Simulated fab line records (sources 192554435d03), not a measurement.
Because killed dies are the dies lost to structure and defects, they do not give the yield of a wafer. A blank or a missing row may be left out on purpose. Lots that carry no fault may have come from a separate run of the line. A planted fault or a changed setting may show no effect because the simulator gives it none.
The tool behind it: which one? || flow n5Finfet || at 1 step of a route of 1938, 24 lots with 72 wafers sampled

## WHAT THE GAUGES SHOWED, per wafer
N5_MOL_CONTACT_COAG_CD_MEAS_84: target cd 25.1 nm.
{"lot": "L074", "measured": "day 5 04:57", "on": "cdSem-01", "cdNm (nm)": "25.14 25.32 25.07"}
{"lot": "L075", "measured": "day 5 13:46", "on": "cdSem-01", "cdNm (nm)": "25.19 25.33 25.22"}
{"lot": "L076", "measured": "day 5 15:14", "on": "cdSem-02", "cdNm (nm)": "25.18 24.96 24.85"}
{"lot": "L077", "measured": "day 5 20:46", "on": "cdSem-01", "cdNm (nm)": "25.74 24.76 24.72"}
{"lot": "L078", "measured": "day 6 02:40", "on": "cdSem-03", "cdNm (nm)": "24.90 24.53 24.99"}
{"lot": "L079", "measured": "day 6 10:31", "on": "cdSem-02", "cdNm (nm)": "25.60 25.14 25.09"}
{"lot": "L080", "measured": "day 6 16:32", "on": "cdSem-01", "cdNm (nm)": "25.09 24.95 25.08"}
{"lot": "L081", "measured": "day 6 23:34", "on": "cdSem-01", "cdNm (nm)": "24.74 25.01 24.81"}
{"lot": "L082", "measured": "day 7 02:33", "on": "cdSem-02", "cdNm (nm)": "25.20 25.26 24.60"}
{"lot": "L083", "measured": "day 7 08:26", "on": "cdSem-02", "cdNm (nm)": "25.89 25.88 25.23"}
{"lot": "L084", "measured": "day 7 15:13", "on": "cdSem-02", "cdNm (nm)": "25.12 24.85 25.17"}
{"lot": "L085", "measured": "day 7 23:11", "on": "cdSem-03", "cdNm (nm)": "24.94 25.43 24.96"}
{"lot": "L086", "measured": "day 8 02:26", "on": "cdSem-02", "cdNm (nm)": "24.90 25.19 25.08"}
{"lot": "L087", "measured": "day 8 12:17", "on": "cdSem-03", "cdNm (nm)": "24.73 25.00 24.94"}
{"lot": "L088", "measured": "day 8 16:52", "on": "cdSem-02", "cdNm (nm)": "25.00 25.08 25.51"}
{"lot": "L089", "measured": "day 8 22:02", "on": "cdSem-03", "cdNm (nm)": "25.01 24.90 25.02"}
{"lot": "L090", "measured": "day 9 00:58", "on": "cdSem-03", "cdNm (nm)": "25.07 25.21 25.14"}
{"lot": "L091", "measured": "day 9 07:13", "on": "cdSem-03", "cdNm (nm)": "25.08 24.83 25.22"}
{"lot": "L092", "measured": "day 9 17:33", "on": "cdSem-03", "cdNm (nm)": "25.15 25.37 24.96"}
{"lot": "L093", "measured": "day 9 18:28", "on": "cdSem-03", "cdNm (nm)": "24.92 24.86 24.78"}
{"lot": "L094", "measured": "day 10 06:46", "on": "cdSem-02", "cdNm (nm)": "25.12 25.06 25.16"}
{"lot": "L095", "measured": "day 10 09:11", "on": "cdSem-01", "cdNm (nm)": "25.15 25.20 25.24"}
{"lot": "L096", "measured": "day 10 16:01", "on": "cdSem-01", "cdNm (nm)": "25.56 25.23 25.23"}
{"lot": "L097", "measured": "day 10 19:16", "on": "cdSem-02", "cdNm (nm)": "25.06 25.06 24.92"}

## EACH LOT AND THE TOOL THAT RAN IT (in order: tool; ch and the chambers of the sampled wafers; start)
Before these readings, the record contains no process step.

## WHAT THE TOOLS THEMSELVES READ (means of the sampled wafers that have a number; where no wafer has one, the mark that the record gives instead)
The record holds no such reading with a usual standard deviation.

## THE ANSWER, worked out from the rows above alone
Rule: the usual values come from the lots themselves. The widest of any qualifying gaps counts: lots, ordered by their means at a reading, are off when they make up no more than a third of the lots, leave a main group of 4 or more, and stand apart from it by 3 or more times the standard deviation of that group's means. If all means in a main group match to the digits the tables above print for the reading, that group is not used. A lot without any number at a reading at which 4 lots or more have one is off too. The other lots that the step has rows for count as sound. First the gauges in route order, then the tools' own readings, where a lot's mean is used as printed above. At the first step where some lot is off, the reading lying furthest off is the one used; lots without a number count as furthest.
None of the lots is off at any reading shown; this tells nothing.

## WHAT WAS PUT IN BY THE SIMULATOR
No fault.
